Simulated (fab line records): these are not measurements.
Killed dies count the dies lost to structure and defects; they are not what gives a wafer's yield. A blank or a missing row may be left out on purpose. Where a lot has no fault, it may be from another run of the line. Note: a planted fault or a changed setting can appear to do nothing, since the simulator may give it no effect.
Chamber matching -- flow n5_finfet -- N5_BEOL_M7_ETCH_65 on rie_diel-05: 4 sister chambers
The step etches SiARC in CF4, target depth 15.6 nm, time 26 s. 4 wafers are shown with their chamber, then 12 later ones without.

EACH WAFER AND ITS CHAMBER
wafer,chamber,drypump_motor_current_A (A)
L090.4,2,6.3
L089.2,1,5.1
L089.5,0,5.3
L089.6,3,6.1

WAFERS WITHOUT THEIR CHAMBER
wafer,drypump_motor_current_A (A)
L092.1,5.3
L092.2,6.3
L092.5,5.3
L094.2,6.0
L094.3,5.3
L094.4,5.1
L096.1,6.1
L096.3,5.1
L096.5,5.1
L097.2,6.0
L097.4,6.0
L097.5,5.3

EACH ONE'S CHAMBER
wafer,from the rows above,in truth
L092.1,0,0
L092.2,2,2
L092.5,0,0
L094.2,3,3
L094.3,0,0
L094.4,1,1
L096.1,3,3
L096.3,1,1
L096.5,1,1
L097.2,3,3
L097.4,3,3
L097.5,0,0
Correctly placed: 12 of 12. Can't be placed from these rows: 0. Placed wrongly: 0.
How it was worked out, from the rows above alone: a wafer's distance from a chamber is the root of the sum, over the readings, of the square of ((its reading less the chamber's mean) divided by the reading's scatter). If the next closest chamber is less than 2 further off than the closest, the wafer can't be placed; otherwise it belongs to the closest. For every chamber, the mean is computed from those of its wafers that are shown. The scatter: root of mean squared gap, hidden wafer to nearest shown wafer, with one shown wafer a chamber.
